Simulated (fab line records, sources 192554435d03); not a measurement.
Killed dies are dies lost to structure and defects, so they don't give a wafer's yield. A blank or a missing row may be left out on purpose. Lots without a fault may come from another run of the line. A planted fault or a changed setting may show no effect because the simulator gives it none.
Which tool did it? | flow n5_finfet | 11 lots, 32 wafers sampled, at 4 steps of a route of 1938

WHAT THE GAUGES READ, wafer by wafer
N5_STI_FIN_REVEAL_INSPECT_13: inspects for defects (darkfield).
lot  | measured    | on                | raw_defect_count
L644 | day 2 19:47 | defect_inspect-01 | 4 6 8
L647 | day 3 12:48 | defect_inspect-01 | 12 9 12
L648 | day 3 18:31 | defect_inspect-01 | 14 12 10
L649 | day 4 00:37 | defect_inspect-01 | 8 15 12
L650 | day 4 07:02 | defect_inspect-02 | 12 11 9
L654 | day 5 09:10 | defect_inspect-02 | 6 18 4
L657 | day 6 00:32 | defect_inspect-02 | 19 10 13
L661 | day 7 03:13 | defect_inspect-01 | 1250 15 7
L664 | day 7 19:49 | defect_inspect-02 | 7 12 5
L665 | day 8 00:21 | defect_inspect-02 | 12 26
L666 | day 8 08:15 | defect_inspect-01 | 17 9 5

WHICH TOOL RAN EACH LOT (tool, then ch and the chambers of the sampled wafers, then the start)
lot  | N5_FIN_CUT_CUT_ETCH_27            | N5_STI_FIN_REVEAL_ALD_00         | N5_STI_FIN_REVEAL_CMP_04
L644 | rie_diel-02 ch 0,1,3, day 2 10:39 | ald_sin-01 ch 0,1,3, day 2 11:07 | cmp-02 ch 0,1,3, day 2 16:13
L647 | rie_diel-06 ch 0,1,2, day 3 03:22 | ald_sin-04 ch 0,2,3, day 3 03:55 | cmp-03 ch 0,1,2, day 3 09:01
L648 | rie_diel-02 ch 0,1,3, day 3 09:12 | ald_sin-01 ch 1,3, day 3 09:41   | cmp-03 ch 1,2,3, day 3 14:46
L649 | rie_diel-06 ch 1,3, day 3 15:07   | ald_sin-03 ch 0,1,3, day 3 15:38 | cmp-04 ch 0,2,3, day 3 20:48
L650 | rie_diel-04 ch 0,2, day 3 21:18   | ald_sin-03 ch 0,2,3, day 3 21:46 | cmp-04 ch 1,2,3, day 4 03:28
L654 | rie_diel-04 ch 0,1,2, day 4 22:22 | ald_sin-01 ch 0,1,2, day 5 00:29 | cmp-04 ch 1,2, day 5 05:35
L657 | rie_diel-06 ch 0,1, day 5 15:01   | ald_sin-03 ch 1,3, day 5 15:50   | cmp-03 ch 0,2, day 5 20:58
L661 | rie_diel-02 ch 1,2,3, day 6 17:47 | ald_sin-01 ch 0,3, day 6 18:28   | cmp-04 ch 0,1,3, day 6 23:34
L664 | rie_diel-06 ch 0,1,3, day 7 10:21 | ald_sin-03 ch 0,2,3, day 7 10:53 | cmp-03 ch 0,1,2, day 7 16:13
L665 | rie_diel-06 ch 1,3, day 7 15:11   | ald_sin-03 ch 2,3, day 7 15:39   | cmp-02 ch 0,2, day 7 20:50
L666 | rie_diel-06 ch 0,3, day 7 21:13   | ald_sin-03 ch 1,2, day 7 21:55   | cmp-02 ch 1,2,3, day 8 03:05
- N5_FIN_CUT_CUT_ETCH_27: etches SiO2 in CHF3/O2, target depth 4 nm, overetch 2 nm, time 4.9 s.
- N5_STI_FIN_REVEAL_ALD_00: deposits SiO2, target thk 1 nm, pulse time 1 s.
- N5_STI_FIN_REVEAL_CMP_04: polishes, stops on Si3N4, t overpolish 4 s, target thk 131.83 nm.

THE ANSWER, worked out from the rows above alone
Rule: what is usual is taken from the lots themselves. Put in order of their means at a reading, lots are off if they are a third of the lots or fewer, leave a main group of 4 or more, and stand apart from it by a gap of 3 or more times the standard deviation of the main group's means; of several such gaps the widest counts. A main group whose means are all the same, to the digits that the tables above print for the reading, isn't used. A lot without any number at a reading at which 4 lots or more have one is off too. The other lots that the step has rows for count as sound.
Off: L661, at N5_STI_FIN_REVEAL_INSPECT_13 (raw_defect_count). The main group: mean 11, standard deviation 3.3.
A tool fits if, at a process step before that reading, it ran every lot that is off, and no sound lot after the first of them. The gauges at N5_STI_FIN_REVEAL_INSPECT_13 are tried like those tools. Can't be told from this: 3 tools fit, rie_diel-02 at N5_FIN_CUT_CUT_ETCH_27, ald_sin-01 at N5_STI_FIN_REVEAL_ALD_00, cmp-04 at N5_STI_FIN_REVEAL_CMP_04.

WHAT THE SIMULATOR HAD PUT IN
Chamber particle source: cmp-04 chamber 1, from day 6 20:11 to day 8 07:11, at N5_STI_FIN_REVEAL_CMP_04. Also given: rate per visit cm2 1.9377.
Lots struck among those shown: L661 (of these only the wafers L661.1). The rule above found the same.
